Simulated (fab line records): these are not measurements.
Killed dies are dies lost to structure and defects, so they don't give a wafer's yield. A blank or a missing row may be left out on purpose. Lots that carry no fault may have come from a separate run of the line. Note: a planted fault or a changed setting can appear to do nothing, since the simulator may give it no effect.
Which tool did it? :: flow n5Finfet :: 14 lots, 42 wafers sampled, at 6 steps of a route of 1938

== WHAT THE GAUGES SHOWED, per wafer ==
N5_BEOL_M9_CD_MEAS_18: pitch 140 nm, target cd 70 nm.
lot: L679
measured: day 11 18:48
on: cdSem-03
cdNm (nm): 70.1 70.4 69.7

lot: L682
measured: day 12 12:19
on: cdSem-01
cdNm (nm): 70.8 70.7 71.2

lot: L683
measured: day 12 21:28
on: cdSem-01
cdNm (nm): 69.6 69.1 70.0

lot: L685
measured: day 12 21:34
on: cdSem-01
cdNm (nm): 69.8 69.5 69.8

lot: L684
measured: day 13 00:34
on: cdSem-01
cdNm (nm): 69.4 70.2 69.6

lot: L686
measured: day 13 05:11
on: cdSem-02
cdNm (nm): 70.8 69.9 70.1

lot: L688
measured: day 13 12:20
on: cdSem-01
cdNm (nm): 70.0 68.7 69.9

lot: L691
measured: day 14 00:55
on: cdSem-01
cdNm (nm): 69.6 70.8 70.5

lot: L689
measured: day 14 07:47
on: cdSem-01
cdNm (nm): 70.1 70.3 69.7

lot: L692
measured: day 14 11:05
on: cdSem-02
cdNm (nm): - - -

lot: L694
measured: day 14 14:51
on: cdSem-01
cdNm (nm): - - -

lot: L693
measured: day 14 19:22
on: cdSem-01
cdNm (nm): 69.8 69.9 70.7

lot: L701
measured: day 16 01:51
on: cdSem-03
cdNm (nm): 70.3 69.8 69.8

lot: L702
measured: day 17 23:05
on: cdSem-03
cdNm (nm): 69.9 69.4 70.1

== WHICH TOOL RAN EACH LOT (tool, then ch and the chambers of the sampled wafers, then the start) ==
lot: L679
N5_BEOL_M8_PRE_CLEAN_45: pvdSputter-01, day 11 12:52
N5_BEOL_M8_ALD_77: aldMetal-02 ch 2,3, day 11 13:09
N5_BEOL_M8_CMP_52: cmp-02 ch 1,3, day 11 15:06
N5_BEOL_M9_HM_DEP_02: pvdSputter-01, day 11 17:26
N5_BEOL_M9_HM_OPEN_17: rieMetal-02 ch 0,1, day 11 18:34

lot: L682
N5_BEOL_M8_PRE_CLEAN_45: pvdSputter-03, day 12 07:20
N5_BEOL_M8_ALD_77: aldMetal-02 ch 0,1,3, day 12 07:28
N5_BEOL_M8_CMP_52: cmp-01 ch 0,1,3, day 12 09:04
N5_BEOL_M9_HM_DEP_02: pvdSputter-02, day 12 11:16
N5_BEOL_M9_HM_OPEN_17: rieMetal-03 ch 0,1, day 12 12:08

lot: L683
N5_BEOL_M8_PRE_CLEAN_45: pvdSputter-02, day 12 15:56
N5_BEOL_M8_ALD_77: aldMetal-04 ch 0,2,3, day 12 16:00
N5_BEOL_M8_CMP_52: cmp-02 ch 1,2,3, day 12 17:37
N5_BEOL_M9_HM_DEP_02: pvdSputter-03, day 12 20:04
N5_BEOL_M9_HM_OPEN_17: rieMetal-01 ch 0,1, day 12 21:08

lot: L685
N5_BEOL_M8_PRE_CLEAN_45: pvdSputter-01, day 12 16:05
N5_BEOL_M8_ALD_77: aldMetal-02 ch 0,2,3, day 12 16:10
N5_BEOL_M8_CMP_52: cmp-04 ch 2,3, day 12 17:49
N5_BEOL_M9_HM_DEP_02: pvdSputter-03, day 12 20:10
N5_BEOL_M9_HM_OPEN_17: rieMetal-02 ch 0,1, day 12 21:23

lot: L684
N5_BEOL_M8_PRE_CLEAN_45: pvdSputter-03, day 12 19:32
N5_BEOL_M8_ALD_77: aldMetal-01 ch 2,3, day 12 19:38
N5_BEOL_M8_CMP_52: cmp-04 ch 1,2,3, day 12 20:42
N5_BEOL_M9_HM_DEP_02: pvdSputter-01, day 12 23:26
N5_BEOL_M9_HM_OPEN_17: rieMetal-02 ch 0,1, day 13 00:18

lot: L686
N5_BEOL_M8_PRE_CLEAN_45: pvdSputter-01, day 13 00:22
N5_BEOL_M8_ALD_77: aldMetal-02 ch 0,3, day 13 00:27
N5_BEOL_M8_CMP_52: cmp-01 ch 0,1,2, day 13 01:36
N5_BEOL_M9_HM_DEP_02: pvdSputter-02, day 13 04:08
N5_BEOL_M9_HM_OPEN_17: rieMetal-01 ch 0,1, day 13 05:02

lot: L688
N5_BEOL_M8_PRE_CLEAN_45: pvdSputter-01, day 13 05:59
N5_BEOL_M8_ALD_77: aldMetal-02 ch 0,2,3, day 13 06:11
N5_BEOL_M8_CMP_52: cmp-01 ch 1,2,3, day 13 09:38
N5_BEOL_M9_HM_DEP_02: pvdSputter-03, day 13 11:17
N5_BEOL_M9_HM_OPEN_17: rieMetal-01 ch 0,1, day 13 12:10

lot: L691
N5_BEOL_M8_PRE_CLEAN_45: pvdSputter-02, day 13 19:19
N5_BEOL_M8_ALD_77: aldMetal-04 ch 2,3, day 13 19:24
N5_BEOL_M8_CMP_52: cmp-04 ch 2,3, day 13 22:11
N5_BEOL_M9_HM_DEP_02: pvdSputter-03, day 13 23:45
N5_BEOL_M9_HM_OPEN_17: rieMetal-01 ch 0,1, day 14 00:44

lot: L689
N5_BEOL_M8_PRE_CLEAN_45: pvdSputter-03, day 14 02:28
N5_BEOL_M8_ALD_77: aldMetal-01 ch 0,2,3, day 14 02:33
N5_BEOL_M8_CMP_52: cmp-02 ch 0,2,3, day 14 03:55
N5_BEOL_M9_HM_DEP_02: pvdSputter-02, day 14 06:20
N5_BEOL_M9_HM_OPEN_17: rieMetal-02 ch 0,1, day 14 07:35

lot: L692
N5_BEOL_M8_PRE_CLEAN_45: pvdSputter-03, day 14 06:39
N5_BEOL_M8_ALD_77: aldMetal-02 ch 1,2,3, day 14 06:43
N5_BEOL_M8_CMP_52: cmp-04 ch 0,2,3, day 14 07:57
N5_BEOL_M9_HM_DEP_02: pvdSputter-02, day 14 10:10
N5_BEOL_M9_HM_OPEN_17: rieMetal-02 ch 0,1, day 14 10:56

lot: L694
N5_BEOL_M8_PRE_CLEAN_45: pvdSputter-02, day 14 10:31
N5_BEOL_M8_ALD_77: aldMetal-02 ch 0,1,3, day 14 10:35
N5_BEOL_M8_CMP_52: cmp-04 ch 0,1,3, day 14 11:48
N5_BEOL_M9_HM_DEP_02: pvdSputter-03, day 14 13:43
N5_BEOL_M9_HM_OPEN_17: rieMetal-01 ch 0,1, day 14 14:34

lot: L693
N5_BEOL_M8_PRE_CLEAN_45: pvdSputter-02, day 14 14:08
N5_BEOL_M8_ALD_77: aldMetal-01 ch 0,1, day 14 14:14
N5_BEOL_M8_CMP_52: cmp-01 ch 1,2,3, day 14 16:15
N5_BEOL_M9_HM_DEP_02: pvdSputter-02, day 14 17:40
N5_BEOL_M9_HM_OPEN_17: rieMetal-02 ch 0,1, day 14 19:02

lot: L701
N5_BEOL_M8_PRE_CLEAN_45: pvdSputter-03, day 15 21:02
N5_BEOL_M8_ALD_77: aldMetal-04 ch 0,1,2, day 15 21:06
N5_BEOL_M8_CMP_52: cmp-04 ch 2,3, day 15 22:22
N5_BEOL_M9_HM_DEP_02: pvdSputter-03, day 16 00:23
N5_BEOL_M9_HM_OPEN_17: rieMetal-02 ch 0, day 16 01:36

lot: L702
N5_BEOL_M8_PRE_CLEAN_45: pvdSputter-02, day 17 18:21
N5_BEOL_M8_ALD_77: aldMetal-02 ch 0,2,3, day 17 18:32
N5_BEOL_M8_CMP_52: cmp-01 ch 0,1,2, day 17 20:13
N5_BEOL_M9_HM_DEP_02: pvdSputter-01, day 17 22:03
N5_BEOL_M9_HM_OPEN_17: rieMetal-01 ch 0,1, day 17 22:54
- N5_BEOL_M8_PRE_CLEAN_45: time 30 s.
- N5_BEOL_M8_ALD_77: deposits TaN, target thk 2 nm, pulse time 2 s, purge time 3 s.
- N5_BEOL_M8_CMP_52: polishes, stops on SiCOH lowk, t overpolish 6.9 s, target thk 80 nm.
- N5_BEOL_M9_HM_DEP_02: deposits TiN, target thk 20 nm.
- N5_BEOL_M9_HM_OPEN_17: chemistry Cl2/BCl3, target TiN, target depth 20 nm, overetch 6 nm.

== WHAT THE TOOLS THEMSELVES READ (means of the sampled wafers that have a number; where no wafer has one, the mark that the record gives instead) ==
N5_BEOL_M8_PRE_CLEAN_45.
lot: L679
tool: pvdSputter-01
heaterPowerW (W): 324

lot: L682
tool: pvdSputter-03
heaterPowerW (W): 323

lot: L683
tool: pvdSputter-02
heaterPowerW (W): 306

lot: L685
tool: pvdSputter-01
heaterPowerW (W): 343

lot: L684
tool: pvdSputter-03
heaterPowerW (W): 311

lot: L686
tool: pvdSputter-01
heaterPowerW (W): 332

lot: L688
tool: pvdSputter-01
heaterPowerW (W): 369

lot: L691
tool: pvdSputter-02
heaterPowerW (W): 320

lot: L689
tool: pvdSputter-03
heaterPowerW (W): 351

lot: L692
tool: pvdSputter-03
heaterPowerW (W): 339

lot: L694
tool: pvdSputter-02
heaterPowerW (W): 297

lot: L693
tool: pvdSputter-02
heaterPowerW (W): 336

lot: L701
tool: pvdSputter-03
heaterPowerW (W): 283

lot: L702
tool: pvdSputter-02
heaterPowerW (W): 281

N5_BEOL_M8_ALD_77.
lot: L679
tool: aldMetal-02
heaterPowerW (W): 396
precursorVesselTempC (C): 75.05

lot: L682
tool: aldMetal-02
heaterPowerW (W): 399
precursorVesselTempC (C): 74.96

lot: L683
tool: aldMetal-04
heaterPowerW (W): 387
precursorVesselTempC (C): 74.99

lot: L685
tool: aldMetal-02
heaterPowerW (W): 398
precursorVesselTempC (C): 75.11

lot: L684
tool: aldMetal-01
heaterPowerW (W): 386
precursorVesselTempC (C): 74.97

lot: L686
tool: aldMetal-02
heaterPowerW (W): 380
precursorVesselTempC (C): 74.91

lot: L688
tool: aldMetal-02
heaterPowerW (W): 391
precursorVesselTempC (C): 74.93

lot: L691
tool: aldMetal-04
heaterPowerW (W): 359
precursorVesselTempC (C): 75.13

lot: L689
tool: aldMetal-01
heaterPowerW (W): 385
precursorVesselTempC (C): 74.96

lot: L692
tool: aldMetal-02
heaterPowerW (W): 410
precursorVesselTempC (C): 74.92

lot: L694
tool: aldMetal-02
heaterPowerW (W): 392
precursorVesselTempC (C): 75.04

lot: L693
tool: aldMetal-01
heaterPowerW (W): 357
precursorVesselTempC (C): 75.15

lot: L701
tool: aldMetal-04
heaterPowerW (W): 426
precursorVesselTempC (C): 75.16

lot: L702
tool: aldMetal-02
heaterPowerW (W): 397
precursorVesselTempC (C): 74.98

N5_BEOL_M8_CMP_52.
lot: L679
tool: cmp-02
barrierFieldEndpointS (s): 28.7
motorCurrentA (A): 5.9
overpolishRunS (s): 6.897
padLifeWafers: 331
timeToEndpointS (s): 61.4

lot: L682
tool: cmp-01
barrierFieldEndpointS (s): 28.5
motorCurrentA (A): 6.3
overpolishRunS (s): 6.898
padLifeWafers: 1136
timeToEndpointS (s): 62.8

lot: L683
tool: cmp-02
barrierFieldEndpointS (s): 29.3
motorCurrentA (A): 5.8
overpolishRunS (s): 6.906
padLifeWafers: 584
timeToEndpointS (s): 61.8

lot: L685
tool: cmp-04
barrierFieldEndpointS (s): 28.6
motorCurrentA (A): 6.0
overpolishRunS (s): 6.909
padLifeWafers: 1633
timeToEndpointS (s): 62.1

lot: L684
tool: cmp-04
barrierFieldEndpointS (s): 29.4
motorCurrentA (A): 6.1
overpolishRunS (s): 6.900
padLifeWafers: 1664
timeToEndpointS (s): 66.4

lot: L686
tool: cmp-01
barrierFieldEndpointS (s): 29.7
motorCurrentA (A): 6.3
overpolishRunS (s): 6.900
padLifeWafers: 1269
timeToEndpointS (s): 68.0

lot: L688
tool: cmp-01
barrierFieldEndpointS (s): 28.3
motorCurrentA (A): 6.2
overpolishRunS (s): 6.895
padLifeWafers: 1335
timeToEndpointS (s): 60.9

lot: L691
tool: cmp-04
barrierFieldEndpointS (s): 28.7
motorCurrentA (A): 6.0
overpolishRunS (s): 6.907
padLifeWafers: 1872
timeToEndpointS (s): 63.8

lot: L689
tool: cmp-02
barrierFieldEndpointS (s): 29.0
motorCurrentA (A): 6.1
overpolishRunS (s): 6.900
padLifeWafers: 854
timeToEndpointS (s): 63.7

lot: L692
tool: cmp-04
barrierFieldEndpointS (s): 29.5
motorCurrentA (A): 5.9
overpolishRunS (s): 6.897
padLifeWafers: 1958
timeToEndpointS (s): 67.2

lot: L694
tool: cmp-04
barrierFieldEndpointS (s): 29.2
motorCurrentA (A): 6.2
overpolishRunS (s): 6.904
padLifeWafers: 2012
timeToEndpointS (s): 65.9

lot: L693
tool: cmp-01
barrierFieldEndpointS (s): 29.3
motorCurrentA (A): 6.1
overpolishRunS (s): 6.900
padLifeWafers: 1503
timeToEndpointS (s): 62.8

lot: L701
tool: cmp-04
barrierFieldEndpointS (s): 28.2
motorCurrentA (A): 6.3
overpolishRunS (s): 6.906
padLifeWafers: 228
timeToEndpointS (s): 62.9

lot: L702
tool: cmp-01
barrierFieldEndpointS (s): 28.8
motorCurrentA (A): 6.5
overpolishRunS (s): 6.903
padLifeWafers: 20
timeToEndpointS (s): 61.4

N5_BEOL_M9_HM_DEP_02.
lot: L679
tool: pvdSputter-01
chamberPressurePa (Pa): 0.4990
substrateTempC (C): 24.86
throttleValvePct (%): 29.8

lot: L682
tool: pvdSputter-02
chamberPressurePa (Pa): 0.5001
substrateTempC (C): 25.08
throttleValvePct (%): 30.6

lot: L683
tool: pvdSputter-03
chamberPressurePa (Pa): 0.5000
substrateTempC (C): 24.95
throttleValvePct (%): 29.7

lot: L685
tool: pvdSputter-03
chamberPressurePa (Pa): 0.5004
substrateTempC (C): 24.99
throttleValvePct (%): 29.0

lot: L684
tool: pvdSputter-01
chamberPressurePa (Pa): 0.5001
substrateTempC (C): 24.95
throttleValvePct (%): 30.2

lot: L686
tool: pvdSputter-02
chamberPressurePa (Pa): 0.5004
substrateTempC (C): 24.81
throttleValvePct (%): 29.1

lot: L688
tool: pvdSputter-03
chamberPressurePa (Pa): 0.5004
substrateTempC (C): 25.04
throttleValvePct (%): 29.5

lot: L691
tool: pvdSputter-03
chamberPressurePa (Pa): 0.4998
substrateTempC (C): 25.06
throttleValvePct (%): 29.6

lot: L689
tool: pvdSputter-02
chamberPressurePa (Pa): 0.4990
substrateTempC (C): 25.00
throttleValvePct (%): 29.2

lot: L692
tool: pvdSputter-02
chamberPressurePa (Pa): -
substrateTempC (C): -
throttleValvePct (%): -

lot: L694
tool: pvdSputter-03
chamberPressurePa (Pa): -
substrateTempC (C): -
throttleValvePct (%): -

lot: L693
tool: pvdSputter-02
chamberPressurePa (Pa): 0.5002
substrateTempC (C): 25.03
throttleValvePct (%): 30.6

lot: L701
tool: pvdSputter-03
chamberPressurePa (Pa): 0.5016
substrateTempC (C): 25.17
throttleValvePct (%): 30.6

lot: L702
tool: pvdSputter-01
chamberPressurePa (Pa): 0.4998
substrateTempC (C): 25.14
throttleValvePct (%): 29.5

N5_BEOL_M9_HM_OPEN_17.
lot: L679
tool: rieMetal-02
drypumpMotorCurrentA (A): 5.55
oesProductAu (a.u.): 0.66
throttleValvePct (%): 21.89

lot: L682
tool: rieMetal-03
drypumpMotorCurrentA (A): 5.66
oesProductAu (a.u.): 0.67
throttleValvePct (%): 22.32

lot: L683
tool: rieMetal-01
drypumpMotorCurrentA (A): 6.08
oesProductAu (a.u.): 0.78
throttleValvePct (%): 21.97

lot: L685
tool: rieMetal-02
drypumpMotorCurrentA (A): 5.56
oesProductAu (a.u.): 0.66
throttleValvePct (%): 21.89

lot: L684
tool: rieMetal-02
drypumpMotorCurrentA (A): 5.56
oesProductAu (a.u.): 0.66
throttleValvePct (%): 21.89

lot: L686
tool: rieMetal-01
drypumpMotorCurrentA (A): 6.07
oesProductAu (a.u.): 0.75
throttleValvePct (%): 21.99

lot: L688
tool: rieMetal-01
drypumpMotorCurrentA (A): 6.01
oesProductAu (a.u.): 0.67
throttleValvePct (%): 22.06

lot: L691
tool: rieMetal-01
drypumpMotorCurrentA (A): 6.04
oesProductAu (a.u.): 0.74
throttleValvePct (%): 21.98

lot: L689
tool: rieMetal-02
drypumpMotorCurrentA (A): 5.44
oesProductAu (a.u.): 0.72
throttleValvePct (%): 22.12

lot: L692
tool: rieMetal-02
drypumpMotorCurrentA (A): 5.54
oesProductAu (a.u.): 0.28
throttleValvePct (%): 22.55

lot: L694
tool: rieMetal-01
drypumpMotorCurrentA (A): 6.06
oesProductAu (a.u.): 0.32
throttleValvePct (%): 22.63

lot: L693
tool: rieMetal-02
drypumpMotorCurrentA (A): 5.45
oesProductAu (a.u.): 0.70
throttleValvePct (%): 22.14

lot: L701
tool: rieMetal-02
drypumpMotorCurrentA (A): 5.67
oesProductAu (a.u.): 0.57
throttleValvePct (%): 21.70

lot: L702
tool: rieMetal-01
drypumpMotorCurrentA (A): 6.05
oesProductAu (a.u.): 0.69
throttleValvePct (%): 22.00

== THE ANSWER, worked out from the rows above alone ==
Rule: usual is defined by the lots themselves. The widest of any qualifying gaps counts: lots, ordered by their means at a reading, are off when they make up no more than a third of the lots, leave a main group of 4 or more, and stand apart from it by 3 or more times the standard deviation of that group's means. A main group whose means are all the same, to the digits that the tables above print for the reading, isn't used. Also off: a lot with no number at a reading for which 4 or more lots have one. Where the step has rows for the other lots, those lots are counted as sound. The gauges are gone through in route order, then the tools' own readings, and for those a lot's mean is taken as printed above. The first step at which some lot is off is used, and at that step the reading that is off furthest; a lot without a number counts as furthest.
Off: L692, L694, at N5_BEOL_M9_CD_MEAS_18 (cdNm). Without a number there: L692, L694. The main group: mean 70.0 nm, standard deviation 0.37.
A tool fits if, at a process step before that reading, it ran every lot that is off, and no sound lot after the first of them. The gauges at N5_BEOL_M9_CD_MEAS_18 aren't tried: what is off there is off at N5_BEOL_M9_HM_DEP_02 too, on other tools, and a gauge's error can't cause that. Not one of the candidates tried fits.

== WHAT HAD BEEN PUT IN BY THE SIMULATOR ==
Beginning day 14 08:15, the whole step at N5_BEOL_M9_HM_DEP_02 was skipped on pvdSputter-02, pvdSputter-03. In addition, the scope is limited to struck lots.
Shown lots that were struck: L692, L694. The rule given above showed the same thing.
